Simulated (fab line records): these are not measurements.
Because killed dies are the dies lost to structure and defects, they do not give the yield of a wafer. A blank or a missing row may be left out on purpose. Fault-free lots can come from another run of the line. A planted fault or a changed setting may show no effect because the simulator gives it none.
What tool caused it? :: flow nandHarc :: 12 lots with 36 wafers sampled at 5 steps, on a route of 1159 steps

== WHAT THE GAUGES SHOWED, per wafer ==
NHARC_A_M1_OVL_MEAS_10: pitch 240 nm. Usual: overlayXNm -0.3 nm, standard deviation 0.97; overlayYNm -0.2 nm, standard deviation 0.81.
lot: L678
measured: day 18 05:51
on: overlay-02
overlayXNm (nm): 0.1 0.7 0.7
overlayYNm (nm): -1.6 -1.2 -0.9
flag: 

lot: L679
measured: day 18 08:07
on: overlay-02
overlayXNm (nm): -0.2 -0.1 0.3
overlayYNm (nm): 0.9 0.5 0.6
flag: 

lot: L677
measured: day 18 08:43
on: overlay-01
overlayXNm (nm): -0.5 -0.4 -0.5
overlayYNm (nm): -1.9 -2.3 -1.6
flag: 

lot: L684
measured: day 19 02:46
on: overlay-01
overlayXNm (nm): -1.7 -2.0 -1.3
overlayYNm (nm): -0.1 -0.4 0.1
flag: 

lot: L685
measured: day 20 10:21
on: overlay-02
overlayXNm (nm): -0.5 -0.1 -0.9
overlayYNm (nm): -0.3 0.0 0.0
flag: 

lot: L688
measured: day 20 14:29
on: overlay-02
overlayXNm (nm): 0.5 0.0 -0.1
overlayYNm (nm): -0.3 0.0 -0.6
flag: 

lot: L687
measured: day 20 20:49
on: overlay-02
overlayXNm (nm): -0.7 -1.2 -0.7
overlayYNm (nm): -0.6 -0.6 -1.1
flag: 

lot: L689
measured: day 20 21:50
on: overlay-01
overlayXNm (nm): -1.4 -1.7 -1.3
overlayYNm (nm): 0.2 -0.1 -0.1
flag: 

lot: L692
measured: day 21 23:17
on: overlay-01
overlayXNm (nm): 0.0 -0.4 -0.5
overlayYNm (nm): -0.5 -0.7 -0.1
flag: 

lot: L698
measured: day 23 00:25
on: overlay-01
overlayXNm (nm): -0.9 -0.8 -0.7
overlayYNm (nm): 0.4 0.8 0.6
flag: 

lot: L699
measured: day 23 04:39
on: overlay-01
overlayXNm (nm): 0.6 0.8 0.5
overlayYNm (nm): 1.0 1.3 1.0
flag: 

lot: L700
measured: day 23 12:46
on: overlay-02
overlayXNm (nm): -0.5 -0.1 -0.5
overlayYNm (nm): 0.3 0.7 0.5
flag: 

NHARC_A_M1_INSPECT_11. Usual: 31 for rawDefectCount, sd 14.
lot: L678
measured: day 18 05:53
on: defectInspect-01
rawDefectCount: 45 32 41
flag: 

lot: L679
measured: day 18 08:10
on: defectInspect-01
rawDefectCount: 14 12 12
flag: 

lot: L677
measured: day 18 08:45
on: defectInspect-01
rawDefectCount: 5 12 2
flag: 

lot: L684
measured: day 19 02:49
on: defectInspect-01
rawDefectCount: 31 32 39
flag: 

lot: L685
measured: day 20 10:23
on: defectInspect-01
rawDefectCount: 39 35 57
flag: 

lot: L688
measured: day 20 14:31
on: defectInspect-01
rawDefectCount: 14 17 16
flag: 

lot: L687
measured: day 20 20:52
on: defectInspect-02
rawDefectCount: 22 16 17
flag: 

lot: L689
measured: day 20 21:52
on: defectInspect-02
rawDefectCount: 27 32 38
flag: 

lot: L692
measured: day 21 23:19
on: defectInspect-01
rawDefectCount: 39 46 36
flag: 

lot: L698
measured: day 23 00:28
on: defectInspect-01
rawDefectCount: 35 34 44
flag: 

lot: L699
measured: day 23 04:41
on: defectInspect-01
rawDefectCount: 46 52 55
flag: 

lot: L700
measured: day 23 12:48
on: defectInspect-01
rawDefectCount: 38 45 34
flag: 

NHARC_END_SORT_01. Usual: defectLimitedYield 95.1 %, standard deviation 1.8; killedAtArray 29, standard deviation 11; killedAtOther 0.5, standard deviation 0.8; killedAtPeriphery 3.5, standard deviation 2.8; killedDies 33, standard deviation 12; killedOpen 3.1, standard deviation 1.8; killedShort 1.8, standard deviation 1.4; sort_bin_2_pct 1.5 %, standard deviation 0.65; sort_bin_3_pct 0.24 %, standard deviation 0.21; sort_bin_4_pct 3.1 %, standard deviation 1.2; sortNPass 644, standard deviation 12; sortRimYieldPct 97.5 %, standard deviation 1.9; sortYieldPct 95.1 %, standard deviation 1.8.
lot: L678
measured: day 20 13:37
on: prober-02
defectLimitedYield (%): 92.9 95.3 93.2
killedAtArray: 42 23 34
killedAtOther: 2 1 1
killedAtPeriphery: 4 8 11
killedDies: 48 32 46
killedOpen: 3 3 1
killedShort: 5 1 2
sort_bin_2_pct (%): 1.0 1.2 1.9
sort_bin_3_pct (%): 0.15 0.30 0
sort_bin_4_pct (%): 5.9 3.2 4.9
sortNPass: 629 645 631
sortRimYieldPct (%): 99.1 98.1 97.2
sortYieldPct (%): 92.9 95.3 93.2
flag: 

lot: L679
measured: day 20 05:02
on: prober-02
defectLimitedYield (%): 96.9 97.2 97.6
killedAtArray: 18 17 15
killedAtOther: 0 0 0
killedAtPeriphery: 3 2 1
killedDies: 21 19 16
killedOpen: 5 5 2
killedShort: 3 2 1
sort_bin_2_pct (%): 0.6 0.7 0.7
sort_bin_3_pct (%): 0.30 0 0.30
sort_bin_4_pct (%): 2.2 2.1 1.3
sortNPass: 656 658 661
sortRimYieldPct (%): 97.2 97.2 97.2
sortYieldPct (%): 96.9 97.2 97.6
flag: 

lot: L677
measured: day 19 21:14
on: prober-02
defectLimitedYield (%): 98.5 97.9 99.0
killedAtArray: 9 11 5
killedAtOther: 0 0 0
killedAtPeriphery: 1 3 2
killedDies: 10 14 7
killedOpen: 2 5 4
killedShort: 2 1 1
sort_bin_2_pct (%): 0.3 0.6 0.4
sort_bin_3_pct (%): 0.30 0 0
sort_bin_4_pct (%): 0.9 1.5 0.6
sortNPass: 667 663 670
sortRimYieldPct (%): 100.0 97.2 99.1
sortYieldPct (%): 98.5 97.9 99.0
flag: 

lot: L684
measured: day 21 06:13
on: prober-01
defectLimitedYield (%): 95.4 95.3 94.7
killedAtArray: 27 31 30
killedAtOther: 0 0 0
killedAtPeriphery: 4 1 6
killedDies: 31 32 36
killedOpen: 1 0 3
killedShort: 3 4 0
sort_bin_2_pct (%): 1.5 1.3 1.3
sort_bin_3_pct (%): 0.89 0.15 0.30
sort_bin_4_pct (%): 2.2 3.2 3.7
sortNPass: 646 645 641
sortRimYieldPct (%): 95.3 96.2 92.5
sortYieldPct (%): 95.4 95.3 94.7
flag: 

lot: L685
measured: day 21 22:52
on: prober-02
defectLimitedYield (%): 92.6 94.4 92.0
killedAtArray: 40 35 46
killedAtOther: 0 0 0
killedAtPeriphery: 10 3 8
killedDies: 50 38 54
killedOpen: 1 1 1
killedShort: 3 1 1
sort_bin_2_pct (%): 2.1 1.8 2.7
sort_bin_3_pct (%): 0.15 0.30 0.15
sort_bin_4_pct (%): 5.2 3.5 5.2
sortNPass: 627 639 623
sortRimYieldPct (%): 96.2 95.3 97.2
sortYieldPct (%): 92.6 94.4 92.0
flag: 

lot: L688
measured: day 22 02:53
on: prober-01
defectLimitedYield (%): 97.0 97.0 96.9
killedAtArray: 17 16 14
killedAtOther: 0 0 1
killedAtPeriphery: 3 4 6
killedDies: 20 20 21
killedOpen: 1 3 8
killedShort: 3 3 2
sort_bin_2_pct (%): 1.2 0.6 1.0
sort_bin_3_pct (%): 0 0.15 0.15
sort_bin_4_pct (%): 1.8 2.2 1.9
sortNPass: 657 657 656
sortRimYieldPct (%): 99.1 100.0 100.0
sortYieldPct (%): 97.0 97.0 96.9
flag: 

lot: L687
measured: day 22 09:56
on: prober-01
defectLimitedYield (%): 96.3 97.0 96.9
killedAtArray: 24 18 19
killedAtOther: 0 1 1
killedAtPeriphery: 1 1 1
killedDies: 25 20 21
killedOpen: 3 2 2
killedShort: 0 0 1
sort_bin_2_pct (%): 1.9 0.6 0.7
sort_bin_3_pct (%): 0.15 0 0.30
sort_bin_4_pct (%): 1.6 2.4 2.1
sortNPass: 652 657 656
sortRimYieldPct (%): 95.3 99.1 98.1
sortYieldPct (%): 96.3 97.0 96.9
flag: 

lot: L689
measured: day 22 09:09
on: prober-02
defectLimitedYield (%): 95.6 95.1 94.7
killedAtArray: 25 33 35
killedAtOther: 1 0 0
killedAtPeriphery: 4 0 1
killedDies: 30 33 36
killedOpen: 6 3 3
killedShort: 3 2 2
sort_bin_2_pct (%): 1.0 1.9 1.8
sort_bin_3_pct (%): 0.30 0.15 0.59
sort_bin_4_pct (%): 3.1 2.8 3.0
sortNPass: 647 644 641
sortRimYieldPct (%): 98.1 99.1 91.5
sortYieldPct (%): 95.6 95.1 94.7
flag: 

lot: L692
measured: day 23 22:25
on: prober-02
defectLimitedYield (%): 95.1 95.0 93.9
killedAtArray: 32 33 39
killedAtOther: 0 0 0
killedAtPeriphery: 1 1 2
killedDies: 33 34 41
killedOpen: 2 2 3
killedShort: 0 0 1
sort_bin_2_pct (%): 1.9 1.8 2.1
sort_bin_3_pct (%): 0.15 0.59 0.30
sort_bin_4_pct (%): 2.8 2.7 3.7
sortNPass: 644 643 636
sortRimYieldPct (%): 99.1 96.2 98.1
sortYieldPct (%): 95.1 95.0 93.9
flag: 

lot: L698
measured: day 25 08:32
on: prober-01
defectLimitedYield (%): 95.9 94.5 94.4
killedAtArray: 27 29 33
killedAtOther: 0 2 1
killedAtPeriphery: 1 6 4
killedDies: 28 37 38
killedOpen: 0 3 2
killedShort: 1 0 2
sort_bin_2_pct (%): 0.6 1.0 2.1
sort_bin_3_pct (%): 0.15 0 0.44
sort_bin_4_pct (%): 3.4 4.4 3.1
sortNPass: 649 640 639
sortRimYieldPct (%): 100.0 95.3 100.0
sortYieldPct (%): 95.9 94.5 94.4
flag: 

lot: L699
measured: day 25 03:05
on: prober-01
defectLimitedYield (%): 94.4 93.2 91.9
killedAtArray: 37 45 50
killedAtOther: 0 0 1
killedAtPeriphery: 1 1 4
killedDies: 38 46 55
killedOpen: 2 1 1
killedShort: 2 2 6
sort_bin_2_pct (%): 1.8 2.5 3.1
sort_bin_3_pct (%): 0.30 0.15 0.44
sort_bin_4_pct (%): 3.5 4.1 4.6
sortNPass: 639 631 622
sortRimYieldPct (%): 100.0 97.2 99.1
sortYieldPct (%): 94.4 93.2 91.9
flag: 

lot: L700
measured: day 25 17:10
on: prober-01
defectLimitedYield (%): 93.9 93.4 95.3
killedAtArray: 36 44 30
killedAtOther: 0 0 0
killedAtPeriphery: 5 1 2
killedDies: 41 45 32
killedOpen: 4 4 4
killedShort: 2 2 2
sort_bin_2_pct (%): 1.5 2.1 1.8
sort_bin_3_pct (%): 0.59 0.59 0
sort_bin_4_pct (%): 4.0 4.0 3.0
sortNPass: 636 632 645
sortRimYieldPct (%): 98.1 96.2 99.1
sortYieldPct (%): 93.9 93.4 95.3
flag: 

== EACH LOT AND THE TOOL THAT RAN IT (in order: tool; ch and the chambers of the sampled wafers; start) ==
lot: L678
NHARC_A_M1_DESCUM_14: rieDiel-04 ch 1,2, day 18 05:57
NHARC_A_M1_PVD_21: pvdSputter-02, day 18 07:11

lot: L679
NHARC_A_M1_DESCUM_14: rieDiel-07 ch 1,3, day 18 08:13
NHARC_A_M1_PVD_21: pvdSputter-01, day 18 09:29

lot: L677
NHARC_A_M1_DESCUM_14: rieDiel-04 ch 0,1,2, day 18 08:49
NHARC_A_M1_PVD_21: pvdSputter-01, day 18 10:04

lot: L684
NHARC_A_M1_DESCUM_14: rieDiel-08 ch 0,1,2, day 19 02:52
NHARC_A_M1_PVD_21: pvdSputter-02, day 19 04:13

lot: L685
NHARC_A_M1_DESCUM_14: rieDiel-07 ch 2,3, day 20 10:27
NHARC_A_M1_PVD_21: pvdSputter-01, day 20 11:46

lot: L688
NHARC_A_M1_DESCUM_14: rieDiel-07 ch 2,3, day 20 14:35
NHARC_A_M1_PVD_21: pvdSputter-01, day 20 15:49

lot: L687
NHARC_A_M1_DESCUM_14: rieDiel-04 ch 0,2,3, day 20 20:55
NHARC_A_M1_PVD_21: pvdSputter-03, day 20 22:11

lot: L689
NHARC_A_M1_DESCUM_14: rieDiel-07 ch 0,1,3, day 20 21:55
NHARC_A_M1_PVD_21: pvdSputter-01, day 20 23:10

lot: L692
NHARC_A_M1_DESCUM_14: rieDiel-04 ch 0,1, day 21 23:23
NHARC_A_M1_PVD_21: pvdSputter-01, day 22 00:38

lot: L698
NHARC_A_M1_DESCUM_14: rieDiel-07 ch 1,3, day 23 00:32
NHARC_A_M1_PVD_21: pvdSputter-03, day 23 01:46

lot: L699
NHARC_A_M1_DESCUM_14: rieDiel-08 ch 0,1,2, day 23 04:46
NHARC_A_M1_PVD_21: pvdSputter-03, day 23 06:07

lot: L700
NHARC_A_M1_DESCUM_14: rieDiel-04 ch 0,1,2, day 23 12:53
NHARC_A_M1_PVD_21: pvdSputter-03, day 23 14:09
- NHARC_A_M1_DESCUM_14: chemistry O2, time 3 s.
- NHARC_A_M1_PVD_21: deposits Cu, target thk 30 nm, time 20.49 s.

== WHAT THE TOOLS THEMSELVES READ (means of the sampled wafers that have a number; where no wafer has one, the mark that the record gives instead) ==
NHARC_A_M1_DESCUM_14. Usual: drypumpMotorCurrentA 5.6 A, standard deviation 0.48; oesProductAu 0.994 a.u., standard deviation 0.0092; rfVppV 58.1 V, standard deviation 0.95; showerheadPlenumPTorr 1.97 Torr, standard deviation 0.057; throttleValvePct 11.312 %, standard deviation 0.0094.
lot: L678
tool: rieDiel-04
drypumpMotorCurrentA (A): 5.9
oesProductAu (a.u.): 0.985
rfVppV (V): 57.7
showerheadPlenumPTorr (Torr): 1.93
throttleValvePct (%): 11.319
flag: 

lot: L679
tool: rieDiel-07
drypumpMotorCurrentA (A): 5.9
oesProductAu (a.u.): 0.992
rfVppV (V): 58.8
showerheadPlenumPTorr (Torr): 1.96
throttleValvePct (%): 11.309
flag: 

lot: L677
tool: rieDiel-04
drypumpMotorCurrentA (A): 5.8
oesProductAu (a.u.): 0.996
rfVppV (V): 57.6
showerheadPlenumPTorr (Torr): 1.92
throttleValvePct (%): 11.316
flag: 

lot: L684
tool: rieDiel-08
drypumpMotorCurrentA (A): 5.5
oesProductAu (a.u.): 0.987
rfVppV (V): 59.2
showerheadPlenumPTorr (Torr): 2.00
throttleValvePct (%): 11.312
flag: 

lot: L685
tool: rieDiel-07
drypumpMotorCurrentA (A): 5.8
oesProductAu (a.u.): 0.995
rfVppV (V): 58.0
showerheadPlenumPTorr (Torr): 1.94
throttleValvePct (%): 11.314
flag: 

lot: L688
tool: rieDiel-07
drypumpMotorCurrentA (A): 5.8
oesProductAu (a.u.): 0.999
rfVppV (V): 58.2
showerheadPlenumPTorr (Torr): 1.94
throttleValvePct (%): 11.314
flag: 

lot: L687
tool: rieDiel-04
drypumpMotorCurrentA (A): 5.5
oesProductAu (a.u.): 0.999
rfVppV (V): 58.4
showerheadPlenumPTorr (Torr): 1.97
throttleValvePct (%): 11.320
flag: 

lot: L689
tool: rieDiel-07
drypumpMotorCurrentA (A): 5.6
oesProductAu (a.u.): 0.996
rfVppV (V): 57.7
showerheadPlenumPTorr (Torr): 1.97
throttleValvePct (%): 11.311
flag: 

lot: L692
tool: rieDiel-04
drypumpMotorCurrentA (A): 6.2
oesProductAu (a.u.): 0.988
rfVppV (V): 57.2
showerheadPlenumPTorr (Torr): 1.88
throttleValvePct (%): 11.316
flag: 

lot: L698
tool: rieDiel-07
drypumpMotorCurrentA (A): 5.6
oesProductAu (a.u.): 0.996
rfVppV (V): 58.1
showerheadPlenumPTorr (Torr): 2.00
throttleValvePct (%): 11.314
flag: 

lot: L699
tool: rieDiel-08
drypumpMotorCurrentA (A): 5.5
oesProductAu (a.u.): 0.999
rfVppV (V): 58.1
showerheadPlenumPTorr (Torr): 2.00
throttleValvePct (%): 11.312
flag: 

lot: L700
tool: rieDiel-04
drypumpMotorCurrentA (A): 5.8
oesProductAu (a.u.): 0.999
rfVppV (V): 58.2
showerheadPlenumPTorr (Torr): 1.92
throttleValvePct (%): 11.314
flag: 

NHARC_A_M1_PVD_21. Usual: 30.0 % for throttleValvePct, sd 0.84.
lot: L678
tool: pvdSputter-02
throttleValvePct (%): 30.4
flag: 

lot: L679
tool: pvdSputter-01
throttleValvePct (%): 30.6
flag: 

lot: L677
tool: pvdSputter-01
throttleValvePct (%): 29.9
flag: 

lot: L684
tool: pvdSputter-02
throttleValvePct (%): 30.5
flag: 

lot: L685
tool: pvdSputter-01
throttleValvePct (%): 30.3
flag: 

lot: L688
tool: pvdSputter-01
throttleValvePct (%): 30.2
flag: 

lot: L687
tool: pvdSputter-03
throttleValvePct (%): 29.7
flag: 

lot: L689
tool: pvdSputter-01
throttleValvePct (%): 30.0
flag: 

lot: L692
tool: pvdSputter-01
throttleValvePct (%): 30.3
flag: 

lot: L698
tool: pvdSputter-03
throttleValvePct (%): 30.0
flag: 

lot: L699
tool: pvdSputter-03
throttleValvePct (%): 29.7
flag: 

lot: L700
tool: pvdSputter-03
throttleValvePct (%): 29.6
flag: 

== THE ANSWER, worked out from the rows above alone ==
Rule: a lot is off if the mean of its wafers that have a number lies more than 3 standard deviations from the usual mean. Also off: a lot with no number at a reading for which 4 or more lots have one. Any other lot the step has rows for is counted as sound. Order of review: gauges by route order, followed by the tools' own readings, for which a lot's mean as printed above is used. At the first step where some lot is off, the reading lying furthest off is the one used; lots without a number count as furthest.
Nothing can be told from this: no lot is off at any reading shown.

== WHAT THE SIMULATOR HAD INSERTED ==
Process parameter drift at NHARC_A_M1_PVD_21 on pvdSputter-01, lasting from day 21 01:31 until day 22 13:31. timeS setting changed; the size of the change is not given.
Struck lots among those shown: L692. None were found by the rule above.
